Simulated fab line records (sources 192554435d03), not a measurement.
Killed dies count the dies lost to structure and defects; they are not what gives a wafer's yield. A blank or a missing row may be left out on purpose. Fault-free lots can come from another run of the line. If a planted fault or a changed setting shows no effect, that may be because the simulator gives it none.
Matching of chambers + flow n5_finfet + N5_MOL_CONTACT_COAG_ALD_27 on ald_sin-03 has 4 sister chambers
The step deposits SiOC, target thk 17 nm, pulse time 1.5 s, time 2720 s. 8 wafers are shown with their chamber, then 7 later ones without.

## WAFERS, EACH WITH ITS CHAMBER
| wafer  | chamber | heater_power_w (W) | precursor_pulse_height_rel |
|--------|---------|--------------------|----------------------------|
| L079.5 | 1       | 910                | 1.023                      |
| L080.5 | 2       | 912                | 0.998                      |
| L081.2 | 2       | 924                | 1.029                      |
| L085.2 | 3       | 945                | 0.994                      |
| L085.3 | 0       | 1030               | 0.985                      |
| L085.6 | 0       | 1064               | 0.999                      |
| L088.1 | 1       | 923                | 0.975                      |
| L088.2 | 3       | 946                | 1.008                      |

## WAFERS WHOSE CHAMBER IS MISSING
| wafer  | heater_power_w (W) | precursor_pulse_height_rel |
|--------|--------------------|----------------------------|
| L088.4 | 917                | 1.022                      |
| L089.1 | 931                | 1.014                      |
| L089.4 | 904                | 0.971                      |
| L089.6 | 905                | 1.027                      |
| L092.2 | 957                | 0.983                      |
| L092.4 | 1016               | 0.989                      |
| L092.6 | 1067               | 0.967                      |

## WHICH CHAMBER EACH ONE RAN IN
| wafer  | from the rows above          | in truth |
|--------|------------------------------|----------|
| L088.4 | can't be placed: 2 or 1 or 3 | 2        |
| L089.1 | can't be placed: 2 or 3 or 1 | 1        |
| L089.4 | can't be placed: 1 or 2 or 3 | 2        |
| L089.6 | can't be placed: 2 or 1      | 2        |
| L092.2 | can't be placed: 3 or 1      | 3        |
| L092.4 | 0                            | 0        |
| L092.6 | 0                            | 0        |
Placed correctly: 2 of 7. From these rows, 5 cannot be placed; in 5 the true chamber is one of the candidates. Number placed wrongly: 0.
How it was worked out, from the rows above alone: a wafer's distance from a chamber is the root of the sum, over the readings, of the square of ((its reading less the chamber's mean) divided by the reading's scatter). The wafer belongs to the nearest chamber; if the next one is less than 2 further off, it can't be placed. The mean given for a chamber averages the wafers shown for that chamber. How the scatter is found: for the shown wafers, subtract from each reading the mean of its chamber, square and add these, divide the total by (wafers less chambers), then take the root.
